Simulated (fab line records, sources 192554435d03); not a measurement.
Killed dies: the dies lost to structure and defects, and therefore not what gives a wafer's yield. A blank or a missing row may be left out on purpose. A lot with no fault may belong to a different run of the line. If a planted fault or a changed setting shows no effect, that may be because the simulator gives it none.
fab line records + flow n5-finfet
record:
- lots: 5
- wafers: 15
- last-day: 17
route steps=1938 shown BEOL_M0_SAQP@637
lots untouched by any fault: they come from a run of this same line in which no faults occurred
start-h: hours from the record's opening day to when the first of the lot's shown wafers began + wait-h: how many hours have passed since the lot's step before this one + " as in the row above + L1.1+2: a row that stands for several wafers + - no value, or no start was given + * or withheld: withheld + < > ~ a bound
route shown NAME@n: NAME is a module with steps in the file, n the number in the route of the first one + usual: mean and standard deviation over wafers with no fault + same: alike in all rows + chamber/n: place in a boat + sites: the reading at each site + _std_site: the values' standard deviation + _edge_site: the outer-site mean with the inner-site mean subtracted + radius-mm: for every site, how far away it sits from the centre of the wafer + mask NAME#n: copy n + behind: the tool/chamber that last shaped the wafer + hold: reason for holding the lot/hours on hold/outcome of the hold + device: which transistor (n, p or np) failed to switch + end of line: at the end of the route, the tests of the same wafers + a step given without rows: its recipe and nothing more + killed: at the first sort, the dies lost to defects and structure; wafer yield is something else + map: the dies of a wafer, with x for killed, . for not killed, _ for no die there
set.NAME: the setting that was run; set.NAME@STEP: the one run at that earlier step + model.NAME: the simulator's own value behind a step, which no gauge read
lots seen at some steps along the route; tables by step, rows by wafer
services: a tool's chamber out of use, with start hour (start-h, from the record's first day; less than 0 if before it), hours out, and reason
== steps ==
step: N5_BEOL_M0_SAQP_PECVD_97
recipe:
- material: SiNx
- target-thk-a: 230
- temp-c: 350
- precursor: SiH4/NH3/N2
- pressure-torr: 1.5
- rf-w: 300
- time-s: 19.9
usual:
- heater-power-w: 557/57
- showerhead-plenum-p-Torr: 5.18/0.063
- throttle-valve-pct: 39.9/2.2
| lot.wafer | tool     | chamber | start-h | wait-h | heater-power-w | showerhead-plenum-p-Torr | throttle-valve-pct |
|-----------|----------|---------|---------|--------|----------------|--------------------------|--------------------|
| L078.3    | pecvd-01 | 0       | 137.42  | 0.0    | 485            | 5.06                     | 40.0               |
| L078.4    | "        | 0       | "       | "      | 476            | 5.06                     | 40.1               |
| L078.5    | "        | 1       | "       | "      | 628            | 5.18                     | 38.9               |
| L084.2    | pecvd-04 | 0       | 178.74  | 0.0    | 545            | 5.24                     | 41.4               |
| L084.4    | "        | 2       | "       | "      | 617            | 5.14                     | 39.2               |
| L084.5    | "        | 1       | "       | "      | 521            | 5.21                     | 44.5               |
| L087.2    | pecvd-01 | 0       | 191.24  | 0.0    | 512            | 5.05                     | 40.4               |
| L087.4    | "        | 2       | "       | "      | 675            | 5.11                     | 38.5               |
| L087.6    | "        | 0       | "       | "      | 491            | 5.07                     | 40.2               |
| L093.2    | pecvd-02 | 2       | 226.14  | 0.0    | 530            | 5.22                     | 36.2               |
| L093.3    | "        | 0       | "       | "      | 521            | 5.22                     | 39.0               |
| L093.6    | "        | 0       | "       | "      | 510            | 5.21                     | 39.3               |
| L097.3    | pecvd-02 | 0       | 247.17  | 0.0    | 503            | 5.23                     | 39.2               |
| L097.4    | "        | 0       | "       | "      | 492            | 5.22                     | 38.9               |
| L097.6    | "        | 2       | "       | "      | 606            | 5.21                     | 36.4               |
step: N5_BEOL_M0_SAQP_PECVD_04
recipe:
- material: a-Si
- target-thk-a: 600
- temp-c: 350
- precursor: SiH4/He
- pressure-torr: 3
- rf-w: 100
- time-s: 60.2
usual:
- heater-power-w: 625/62
- showerhead-plenum-p-Torr: 5.69/0.047
- throttle-valve-pct: 18.2/0.99
| lot.wafer | tool     | chamber | start-h | wait-h | heater-power-w | showerhead-plenum-p-Torr | throttle-valve-pct |
|-----------|----------|---------|---------|--------|----------------|--------------------------|--------------------|
| L078.3    | pecvd-01 | 0       | 137.45  | 0.0    | 594            | 5.60                     | 18.3               |
| L078.4    | "        | 0       | "       | "      | 582            | 5.60                     | 18.4               |
| L078.5    | "        | 1       | "       | "      | 697            | 5.72                     | 17.6               |
| L084.2    | pecvd-04 | 0       | 178.78  | 0.0    | 603            | 5.75                     | 18.9               |
| L084.4    | "        | 2       | "       | "      | 706            | 5.66                     | 17.9               |
| L084.5    | "        | 1       | "       | "      | 669            | 5.72                     | 20.4               |
| L087.2    | pecvd-01 | 0       | 191.28  | 0.0    | 567            | 5.61                     | 18.3               |
| L087.4    | "        | 2       | "       | "      | 760            | 5.65                     | 17.7               |
| L087.6    | "        | 0       | "       | "      | 568            | 5.60                     | 18.2               |
| L093.2    | pecvd-02 | 2       | 226.18  | 0.0    | 632            | 5.70                     | 16.6               |
| L093.3    | "        | 0       | "       | "      | 615            | 5.74                     | 17.9               |
| L093.6    | "        | 0       | "       | "      | 612            | 5.72                     | 18.0               |
| L097.3    | pecvd-02 | 0       | 247.21  | 0.0    | 641            | 5.73                     | 18.1               |
| L097.4    | "        | 0       | "       | "      | 659            | 5.73                     | 17.9               |
| L097.6    | "        | 2       | "       | "      | 639            | 5.72                     | 16.6               |
step: N5_BEOL_M0_SAQP_THK_MEAS_05
usual:
- thk-nm: 60.4/1.2
| lot.wafer | tool          | chamber | start-h | wait-h | thk-nm |
|-----------|---------------|---------|---------|--------|--------|
| L078.3    | film-metro-01 | -       | 137.57  | 0.1    | 59.2   |
| L078.4    | "             | -       | "       | "      | 60.3   |
| L078.5    | "             | -       | "       | "      | 62.7   |
| L084.2    | film-metro-02 | -       | 178.87  | 0.1    | 60.4   |
| L084.4    | "             | -       | "       | "      | 60.7   |
| L084.5    | "             | -       | "       | "      | 60.6   |
| L087.2    | film-metro-01 | -       | 191.37  | 0.1    | 58.7   |
| L087.4    | "             | -       | "       | "      | 62.0   |
| L087.6    | "             | -       | "       | "      | 59.3   |
| L093.2    | film-metro-02 | -       | 226.27  | 0.1    | 59.6   |
| L093.3    | "             | -       | "       | "      | 59.4   |
| L093.6    | "             | -       | "       | "      | 61.3   |
| L097.3    | film-metro-02 | -       | 247.31  | 0.1    | 59.2   |
| L097.4    | "             | -       | "       | "      | 59.7   |
| L097.6    | "             | -       | "       | "      | 59.9   |
step: N5_BEOL_M0_SAQP_HM_DEP_111
recipe:
- material: SiO2
- target-thk-a: 120
- temp-c: 400
- precursor: SiH4/N2O
- pressure-torr: 0.75
- rf-w: 275
- time-s: 7.2
usual:
- heater-power-w: 779/91
- showerhead-plenum-p-Torr: 8.21/0.13
| lot.wafer | tool     | chamber | start-h | wait-h | heater-power-w | showerhead-plenum-p-Torr |
|-----------|----------|---------|---------|--------|----------------|--------------------------|
| L078.3    | pecvd-01 | 0       | 137.60  | 0.0    | 610            | 7.99                     |
| L078.4    | "        | 1       | "       | "      | 846            | 8.27                     |
| L078.5    | "        | 0       | "       | "      | 620            | 7.96                     |
| L084.2    | pecvd-02 | 0       | 178.91  | 0.0    | 824            | 8.31                     |
| L084.4    | "        | 0       | "       | "      | 817            | 8.32                     |
| L084.5    | "        | 2       | "       | "      | 852            | 8.30                     |
| L087.2    | pecvd-02 | 0       | 191.41  | 0.0    | 792            | 8.30                     |
| L087.4    | "        | 1       | "       | "      | 660            | 8.05                     |
| L087.6    | "        | 2       | "       | "      | 707            | 8.28                     |
| L093.2    | pecvd-02 | 2       | 226.31  | 0.0    | 784            | 8.31                     |
| L093.3    | "        | 1       | "       | "      | 593            | 8.05                     |
| L093.6    | "        | 2       | "       | "      | 774            | 8.27                     |
| L097.3    | pecvd-04 | 2       | 247.37  | 0.1    | 815            | 8.17                     |
| L097.4    | "        | 0       | "       | "      | 790            | 8.37                     |
| L097.6    | "        | 2       | "       | "      | 828            | 8.14                     |
step: N5_BEOL_M0_SAQP_COAT_81
recipe:
- resist: SOC
- temp-c: 250
- time-s: 60
- spin-rpm: 1500
- resist-thk-nm: 100
usual:
- resist-line-temp-C: 22.99/0.089
- spin-speed-rpm: 1499.8/1.2
| lot.wafer | tool           | chamber | start-h | wait-h | resist-line-temp-C | spin-speed-rpm |
|-----------|----------------|---------|---------|--------|--------------------|----------------|
| L078.3    | litho-track-04 | 0       | 137.68  | 0.1    | 22.93              | 1498.6         |
| L078.4    | "              | 0       | "       | "      | 22.96              | 1500.3         |
| L078.5    | "              | 0       | "       | "      | 23.07              | 1497.6         |
| L084.2    | litho-track-02 | 0       | 178.99  | 0.1    | 23.00              | 1501.1         |
| L084.4    | "              | 0       | "       | "      | 22.96              | 1499.2         |
| L084.5    | "              | 0       | "       | "      | 22.91              | 1500.4         |
| L087.2    | litho-track-05 | 0       | 191.49  | 0.1    | 22.99              | 1501.2         |
| L087.4    | "              | 0       | "       | "      | 23.07              | 1498.8         |
| L087.6    | "              | 0       | "       | "      | 23.16              | 1499.6         |
| L093.2    | litho-track-02 | 0       | 226.39  | 0.1    | 23.07              | 1500.0         |
| L093.3    | "              | 0       | "       | "      | 23.14              | 1498.7         |
| L093.6    | "              | 0       | "       | "      | 23.12              | 1499.7         |
| L097.3    | litho-track-02 | 0       | 247.44  | 0.1    | 23.04              | 1499.5         |
| L097.4    | "              | 0       | "       | "      | 22.99              | 1498.3         |
| L097.6    | "              | 0       | "       | "      | 23.03              | 1499.5         |
step: N5_BEOL_M0_SAQP_COAT_82
recipe:
- resist: SiARC
- temp-c: 220
- time-s: 60
- spin-rpm: 1500
- resist-thk-nm: 30
usual:
- resist-line-temp-C: 22.97/0.11
- spin-speed-rpm: 1500.0/1.1
| lot.wafer | tool           | chamber | start-h | wait-h | resist-line-temp-C | spin-speed-rpm |
|-----------|----------------|---------|---------|--------|--------------------|----------------|
| L078.3    | litho-track-04 | 0       | -       | -      | 22.95              | 1499.8         |
| L078.4    | "              | 0       | "       | "      | 22.83              | 1500.1         |
| L078.5    | "              | 0       | "       | "      | 22.90              | 1501.1         |
| L084.2    | litho-track-02 | 0       | -       | -      | 22.69              | 1500.1         |
| L084.4    | "              | 0       | "       | "      | 22.76              | 1500.6         |
| L084.5    | "              | 0       | "       | "      | 22.84              | 1500.8         |
| L087.2    | litho-track-05 | 0       | -       | -      | 23.03              | 1501.2         |
| L087.4    | "              | 0       | "       | "      | 23.20              | 1497.8         |
| L087.6    | "              | 0       | "       | "      | 23.01              | 1499.4         |
| L093.2    | litho-track-02 | 0       | -       | -      | 22.83              | 1499.4         |
| L093.3    | "              | 0       | "       | "      | 22.80              | 1500.7         |
| L093.6    | "              | 0       | "       | "      | 22.85              | 1499.0         |
| L097.3    | litho-track-02 | 0       | -       | -      | 22.98              | 1500.4         |
| L097.4    | "              | 0       | "       | "      | 23.03              | 1500.3         |
| L097.6    | "              | 0       | "       | "      | 23.01              | 1500.9         |
step: N5_BEOL_M0_SAQP_COAT_08
recipe:
- resist: CAR-ArF
- spin-rpm: 1500
- resist-thk-nm: 90
usual:
- resist-line-temp-C: 23.00/0.11
- spin-speed-rpm: 1499.8/1.4
| lot.wafer | tool           | chamber | start-h | wait-h | resist-line-temp-C | spin-speed-rpm |
|-----------|----------------|---------|---------|--------|--------------------|----------------|
| L078.3    | litho-track-04 | 0       | -       | -      | 22.89              | 1500.8         |
| L078.4    | "              | 0       | "       | "      | 22.83              | 1498.7         |
| L078.5    | "              | 0       | "       | "      | 23.06              | 1499.8         |
| L084.2    | litho-track-02 | 0       | -       | -      | 22.95              | 1499.8         |
| L084.4    | "              | 0       | "       | "      | 23.01              | 1499.6         |
| L084.5    | "              | 0       | "       | "      | 23.01              | 1499.4         |
| L087.2    | litho-track-05 | 0       | -       | -      | 23.00              | 1498.5         |
| L087.4    | "              | 0       | "       | "      | 23.03              | 1499.9         |
| L087.6    | "              | 0       | "       | "      | 23.00              | 1501.7         |
| L093.2    | litho-track-02 | 0       | -       | -      | 22.82              | 1501.2         |
| L093.3    | "              | 0       | "       | "      | 23.00              | 1500.8         |
| L093.6    | "              | 0       | "       | "      | 22.94              | 1500.0         |
| L097.3    | litho-track-02 | 0       | -       | -      | 23.22              | 1498.7         |
| L097.4    | "              | 0       | "       | "      | 23.04              | 1498.7         |
| L097.6    | "              | 0       | "       | "      | 23.07              | 1499.0         |
step: N5_BEOL_M0_SAQP_EBR_10
recipe:
- solvent: PGMEA
- ebr-width-mm: 1.5
usual:
- resist-line-temp-C: 23.00/0.1
| lot.wafer | tool           | chamber | start-h | wait-h | resist-line-temp-C |
|-----------|----------------|---------|---------|--------|--------------------|
| L078.3    | litho-track-04 | 0       | -       | -      | 23.00              |
| L078.4    | "              | 0       | "       | "      | 22.81              |
| L078.5    | "              | 0       | "       | "      | 22.99              |
| L084.2    | litho-track-02 | 0       | -       | -      | 23.05              |
| L084.4    | "              | 0       | "       | "      | 23.17              |
| L084.5    | "              | 0       | "       | "      | 23.28              |
| L087.2    | litho-track-05 | 0       | -       | -      | 22.97              |
| L087.4    | "              | 0       | "       | "      | 22.87              |
| L087.6    | "              | 0       | "       | "      | 22.91              |
| L093.2    | litho-track-02 | 0       | -       | -      | 22.87              |
| L093.3    | "              | 0       | "       | "      | 23.07              |
| L093.6    | "              | 0       | "       | "      | 23.09              |
| L097.3    | litho-track-02 | 0       | -       | -      | 22.92              |
| L097.4    | "              | 0       | "       | "      | 22.85              |
| L097.6    | "              | 0       | "       | "      | 22.91              |
step: N5_BEOL_M0_SAQP_SOFTBAKE_09
recipe:
- temp-c: 110
- time-s: 60
- resist: CAR-ArF
usual:
- resist-line-temp-C: 23.00/0.11
| lot.wafer | tool           | chamber | start-h | wait-h | resist-line-temp-C |
|-----------|----------------|---------|---------|--------|--------------------|
| L078.3    | litho-track-04 | 0       | -       | -      | 22.96              |
| L078.4    | "              | 0       | "       | "      | 22.92              |
| L078.5    | "              | 0       | "       | "      | 23.11              |
| L084.2    | litho-track-02 | 0       | -       | -      | 22.95              |
| L084.4    | "              | 0       | "       | "      | 23.08              |
| L084.5    | "              | 0       | "       | "      | 22.83              |
| L087.2    | litho-track-05 | 0       | -       | -      | 23.13              |
| L087.4    | "              | 0       | "       | "      | 23.03              |
| L087.6    | "              | 0       | "       | "      | 23.11              |
| L093.2    | litho-track-02 | 0       | -       | -      | 22.97              |
| L093.3    | "              | 0       | "       | "      | 22.89              |
| L093.6    | "              | 0       | "       | "      | 22.95              |
| L097.3    | litho-track-02 | 0       | -       | -      | 22.78              |
| L097.4    | "              | 0       | "       | "      | 22.84              |
| L097.6    | "              | 0       | "       | "      | 22.94              |
== services ==
| tool           | chamber | start-h | hours | kind                          |
|----------------|---------|---------|-------|-------------------------------|
| pecvd-01       | 1       | 155.76  | 5.5   | scheduled-down                |
| litho-track-05 | -       | 188.84  | -     | consumable-replace:filter     |
| pecvd-01       | 0       | 196.20  | 4.1   | repair                        |
| pecvd-01       | 2       | 202.38  | -     | clean                         |
| pecvd-01       | 2       | 202.38  | -     | consumable-replace:showerhead |
| pecvd-01       | 2       | 202.38  | 29.0  | scheduled-down                |
| pecvd-01       | 2       | 202.38  | 29.0  | vent-cycle                    |
| pecvd-04       | 1       | 225.77  | 26.1  | repair                        |
== key ==
fault none
